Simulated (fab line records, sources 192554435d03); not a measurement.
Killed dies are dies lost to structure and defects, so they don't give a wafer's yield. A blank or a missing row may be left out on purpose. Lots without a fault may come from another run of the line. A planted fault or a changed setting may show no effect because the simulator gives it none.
fab line records | flow n5_finfet
record lots=5 wafers=15 last_day=16
route steps=1938 shown MOL_CONTACT_COAG@547 PASSIVATION@1936
lots that met no fault: from a run of the same line without faults
start_h: hours from the record's first day to the start of the lot's first wafer shown | wait_h: hours since the lot's step before | " the same as in the row above | L1.1+2: a row that stands for several wafers | - no value, or no start given | * or withheld: withheld | < > ~ a bound
route shown NAME@n: a module of which the file shows steps, and the number in the route of the first | usual: mean/standard deviation of fault-free wafers | same: alike in all rows | chamber/n: place in a boat | sites: the reading at each site | _std_site: their standard deviation | _edge_site: outer sites' mean less inner sites' | radius_mm: how far each site lies from the wafer's centre | mask NAME#n: copy n | behind: the tool/chamber that last shaped the wafer | hold: why the lot was held/for how many hours/how that ended | device: the transistor (n, p or np) that didn't switch | end of line: the same wafers' tests at the end of the route | a step without rows: its recipe alone | killed: dies lost to structure and defects at the first sort, not the wafer's yield | map: a wafer's dies, x killed, . not, _ none there
set.NAME: the setting as run; set.NAME@STEP: as run at that earlier step | model.NAME: the simulator's own value behind a step, which no gauge read
lots at some steps of the route; a table a step, a row a wafer
services: from which hour (start_h, from the record's first day; less than 0 if before it) a tool's chamber was out of use, for how many hours, and why
## steps
# step N5_MOL_CONTACT_COAG_SPUTTER_143
# recipe material=Co target_thk_a=25 temp_c=25 chamber_pressure_pa=0.2
# usual chamber_pressure_pa=0.2000/0.0004 throttle_valve_pct=29.6/0.71
# columns lot.wafer tool chamber start_h wait_h chamber_pressure_pa throttle_valve_pct
L270.4 pvd_sputter-01 - 100.96 0.0 0.2002 28.9
L270.5 " - " " 0.1995 29.4
L270.6 " - " " 0.2003 29.9
L271.1 pvd_sputter-01 - 103.42 0.0 0.2002 29.5
L271.4 " - " " 0.2006 28.9
L271.5 " - " " 0.2003 29.6
L281.2 pvd_sputter-03 - 167.39 0.0 0.1997 30.1
L281.5 " - " " 0.2004 30.5
L281.6 " - " " 0.2000 30.2
L284.1 pvd_sputter-02 - 185.45 0.0 0.1997 29.3
L284.3 " - " " 0.1993 28.5
L284.4 " - " " 0.1995 29.6
L287.1 pvd_sputter-02 - 203.45 0.0 0.1995 28.5
L287.3 " - " " 0.1995 29.9
L287.6 " - " " 0.1998 28.6
# step N5_MOL_CONTACT_COAG_CO_FILL_22
# recipe material=Co target_thk_a=200 temp_c=200 precursor=CCTBA/H2 pressure_torr=30
# usual heater_power_w=245/22
# columns lot.wafer tool chamber start_h wait_h heater_power_w
L270.4 cvd_co-01 1 101.37 0.4 278
L270.5 " 0 " " 222
L270.6 " 2 " " 221
L271.1 cvd_co-01 2 103.54 0.1 213
L271.4 " 2 " " 214
L271.5 " 1 " " 282
L281.2 cvd_co-01 2 167.53 0.1 212
L281.5 " 0 " " 228
L281.6 " 1 " " 282
L284.1 cvd_co-01 2 185.57 0.1 212
L284.3 " 1 " " 284
L284.4 " 1 " " 279
L287.1 cvd_co-01 1 203.57 0.1 277
L287.3 " 0 " " 225
L287.6 " 0 " " 223
# step N5_MOL_CONTACT_COAG_ANNEAL_113
# recipe temp_c=400 time_s=300 ambient=H2/N2
# usual wafer_temp_C_max=401.5/0.38
# same lamp_power_pct=2.80
# columns lot.wafer tool chamber start_h wait_h wafer_temp_C_max
L270.4 rtp_anneal-01 0 102.14 0.5 401.6
L270.5 " 0 " " 401.4
L270.6 " 0 " " 401.7
L271.1 rtp_anneal-01 0 104.15 0.3 401.6
L271.4 " 0 " " 401.6
L271.5 " 0 " " 401.7
L281.2 rtp_anneal-01 0 168.29 0.5 402.1
L281.5 " 0 " " 401.3
L281.6 " 0 " " 401.7
L284.1 rtp_anneal-01 0 186.18 0.3 401.9
L284.3 " 0 " " 401.2
L284.4 " 0 " " 401.7
L287.1 rtp_anneal-01 0 204.21 0.3 402.4
L287.3 " 0 " " 401.9
L287.6 " 0 " " 401.3
# step N5_MOL_CONTACT_COAG_PRE_CLEAN_142
# recipe gas=H2/He time_s=60 temp_c=300
# step N5_MOL_CONTACT_COAG_SPUTTER_130
# recipe material=Co target_thk_a=475 temp_c=25 chamber_pressure_pa=0.5 power_w=3000
# usual chamber_pressure_pa=0.5000/0.001 throttle_valve_pct=29.6/0.71
# columns lot.wafer tool chamber start_h wait_h chamber_pressure_pa throttle_valve_pct
L270.4 pvd_sputter-02 - 103.71 0.0 0.5011 28.9
L270.5 " - " " 0.4985 29.8
L270.6 " - " " 0.4996 28.5
L271.1 pvd_sputter-03 - 108.47 0.0 0.5023 29.4
L271.4 " - " " 0.4996 31.1
L271.5 " - " " 0.4999 30.3
L281.2 pvd_sputter-02 - 170.80 0.0 0.4992 29.9
L281.5 " - " " 0.4991 28.5
L281.6 " - " " 0.4993 30.3
L284.1 pvd_sputter-02 - 187.63 0.0 0.5016 29.5
L284.3 " - " " 0.5001 28.6
L284.4 " - " " 0.4997 30.0
L287.1 pvd_sputter-02 - 206.16 0.0 0.5015 30.0
L287.3 " - " " 0.5015 28.5
L287.6 " - " " 0.5019 30.1
# step N5_MOL_CONTACT_COAG_PRECLEAN_125
# recipe chemistry=DIW time_s=57.5 temp_c=23
# step N5_MOL_CONTACT_COAG_SRD_126
# recipe dry_time_s=32 dry=n2_spin spin_rpm=1500
# step N5_MOL_CONTACT_COAG_CMP_23
# recipe stop_on=SiO2 t_overpolish_s=1.5 post_cmp_clean=cu_alkaline down_force_psi=2 platen_rpm=50.289 pad_velocity_m_s=1.0006 target_thk_nm=0
# step N5_MOL_CONTACT_COAG_WET_ETCH_26
# recipe target=Co target_depth_nm=13
# step N5_MOL_CONTACT_COAG_WET_ETCH_116
# recipe chemistry=SC1-inhibited target_depth_nm=4.6 dry=ipa_marangoni rinse_time_s=30 rinse_temp_c=23
# step N5_MOL_CONTACT_COAG_ALD_27
# recipe material=SiOC target_thk_a=170 temp_c=400 ald_precursor_family=carbosiloxane ald_co_reactant=H2-plasma pulse_time_s=1.5 time_s=2720 purge_time_s=2 co_reactant_purge_time_s=2 ald_cycles=340 pressure_torr=2
# usual ald_cycles=340/0 heater_power_w=833/75 precursor_pulse_height_rel=1.000/0.019 run_length_s=2769.7/0.53 time_s=2720/0
# columns lot.wafer tool chamber start_h wait_h ald_cycles heater_power_w precursor_pulse_height_rel run_length_s time_s model.SiOC_of_MOL_CONTACT_COAG_ALD_27.thk_nm
L270.4 ald_sin-02 0 106.45 1.6 340 859 0.998 2770.3 2720 17
L270.5 " 0 " " 340 858 1.034 2770.7 2720 17
L270.6 " 3 " " 340 1126 1.011 2769.7 2720 17
L271.1 ald_sin-04 1 109.47 0.0 340 813 1.005 2769.8 2720 17.2
L271.4 " 3 " " 340 780 1.039 2768.9 2720 17
L271.5 " 2 " " 340 883 0.996 2770.1 2720 17.2
L281.2 ald_sin-02 0 171.81 0.0 340 865 1.001 2770.3 2720 17
L281.5 " 1 " " 340 719 0.963 2768.9 2720 17
L281.6 " 0 " " 340 881 0.997 2770.2 2720 16.8
L284.1 ald_sin-04 2 189.52 0.9 404 882 0.998 3281.1 3232 20.2
L284.3 " 1 " " 340 837 0.982 2769.8 2720 17
L284.4 " 3 " " 340 804 1.011 2769.8 2720 17
L287.1 ald_sin-03 2 207.25 0.0 340 786 1.018 2771.3 2720 17
L287.3 " 1 " " 340 733 1.021 2769.5 2720 17
L287.6 " 0 " " 340 832 0.993 2770.1 2720 17
# step N5_MOL_CONTACT_COAG_CMP_28
# recipe stop_on=SiNx t_overpolish_s=0.85 post_cmp_clean=alkaline_brush down_force_psi=4.15 platen_rpm=51.8 pad_velocity_m_s=1.0307 target_thk_nm=14.522
# usual motor_current_A=12.2/1 slurry_flow_ml_min=150.0/0.51
# columns lot.wafer tool chamber start_h wait_h motor_current_A slurry_flow_ml_min
L270.4 cmp-02 2 108.09 0.9 11.4 150.6
L270.5 " 0 " " 11.3 149.7
L270.6 " 1 " " 13.1 150.1
L271.4 cmp-02 3 111.41 1.2 11.9 149.7
L271.1 " 0 " " 11.4 150.4
L271.5 " 0 " " 11.7 150.3
L281.2 cmp-03 0 173.42 0.8 11.5 150.0
L281.6 " 3 " " 14.8 150.4
L281.5 " 0 " " 11.9 150.4
L284.1 cmp-04 3 191.13 0.8 11.1 150.1
L284.4 " 0 " " 13.7 149.7
L284.3 " 1 " " 10.7 150.6
L287.1 cmp-04 2 208.87 0.9 14.0 150.1
L287.3 " 1 " " 10.7 149.6
L287.6 " 2 " " 13.2 150.7
# step N5_PASSIVATION_PROBE_49
# usual killed_at_M0_to_M3=34/8.9 killed_at_M4_up=13/4.6 killed_at_contacts=12/5.5 killed_at_front_end=41/11 killed_at_other=3.1/2.9 killed_dies=102/16 killed_on_rim=13/4.2 killed_open=66/11 killed_short=34/7.6
# same gross_dies=1180 killed_at_back_side=0
# columns lot.wafer tool chamber start_h wait_h killed_at_M0_to_M3 killed_at_M4_up killed_at_contacts killed_at_front_end killed_at_other killed_dies killed_on_rim killed_open killed_short
L281.2 prober-01 - 346.67 0.1 24 12 23 30 2 91 11 63 28
L281.5 prober-01 - 346.82 0.2 35 17 14 54 4 124 24 73 41
L281.6 prober-01 - 346.87 0.3 25 13 12 53 2 105 14 75 30
# killed by level:class
L281.2 MOL_CONTACT_COAG:geometric_particle:open=19 STI_FIN_REVEAL:geometric_particle:open=7 BEOL_M0_SAQP:geometric_particle:short=7 BEOL_M4:geometric_particle:open=7 FIN_SAQP:geometric_particle:open=5 FIN_SAQP:geometric_particle:short=4 MOL_CONTACT_COAG:geometric_particle:short=4 BEOL_M0_SAQP:geometric_particle:open=4
L281.5 FIN_SAQP:geometric_particle:open=14 BEOL_M0_SAQP:geometric_particle:open=13 MOL_CONTACT_COAG:geometric_particle:open=12 FIN_SAQP:geometric_particle:short=10 HKMG_FIN:area_etch=9 BEOL_M1:geometric_particle:short=7 BEOL_M0_SAQP:geometric_particle:short=5 STI_FIN_REVEAL:geometric_particle:open=4
L281.6 FIN_SAQP:geometric_particle:open=15 STI_FIN_REVEAL:geometric_particle:open=13 MOL_CONTACT_COAG:geometric_particle:open=11 FIN_SAQP:geometric_particle:short=9 BEOL_M0_SAQP:geometric_particle:open=8 BEOL_M4:geometric_particle:open=7 BEOL_M0_SAQP:geometric_particle:short=5 STI_FIN_REVEAL:geometric_particle:short=4
## services
# columns tool chamber start_h hours kind
cmp-04 - 77.16 1.1 repair
ald_sin-02 - 87.00 14.0 pm
cmp-02 - 94.82 0.7 repair
cmp-04 - 96.85 1.0 repair
cmp-04 - 106.25 0.8 repair
cmp-03 - 109.17 2.9 repair
ald_sin-03 2 111.45 3.5 repair
cvd_co-01 1 114.67 - clean
cvd_co-01 1 114.67 22.0 scheduled_down
ald_sin-04 3 118.43 18.7 repair
cmp-03 - 118.77 1.5 repair
cmp-02 - 123.53 3.4 repair
cvd_co-01 - 129.85 14.6 pm
pvd_sputter-01 - 131.36 1.3 repair
cmp-04 - 136.63 9.2 pm
cmp-03 - 142.80 0.4 repair
cmp-04 - 146.08 4.0 pm
cmp-03 - 153.91 0.3 repair
ald_sin-02 3 155.95 8.6 repair
ald_sin-02 3 167.12 5.0 repair
ald_sin-03 - 176.92 14.0 pm
cmp-04 - 181.87 3.1 repair
cmp-02 - 196.66 6.3 pm
cmp-03 - 201.25 0.8 repair
## key
first_sign step=N5_MOL_CONTACT_COAG_ALD_27 reading=ald_cycles direction=up sigmas=99+ usual=* struck=*
effect step=N5_MOL_CONTACT_COAG_ALD_27 reading=time_s direction=up sigmas=99+ usual=* struck=*
model_effect step=N5_MOL_CONTACT_COAG_ALD_27 value=SiOC_of_MOL_CONTACT_COAG_ALD_27.thk_nm without=17 struck=20.2
met_at N5_MOL_CONTACT_COAG_ALD_27
struck_wafers L284.1
tester_left_out L284
onset_between 109.47 189.52
fault kind=process_parameter_drift tool=ald_sin-04 chamber=2 onset_h=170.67 steps=N5_MOL_CONTACT_COAG_ALD_27 channel=ald_cycles offset=* shape=step end_h=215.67 acts_in=* stated=*
# tester_left_out: of these lots the tester's yield and bins aren't shown, on N5 and GAA mostly nor the transistor test; their killed dies are dies lost to structure and defects alone, not to doping, threshold or leakage, so they don't give the yield
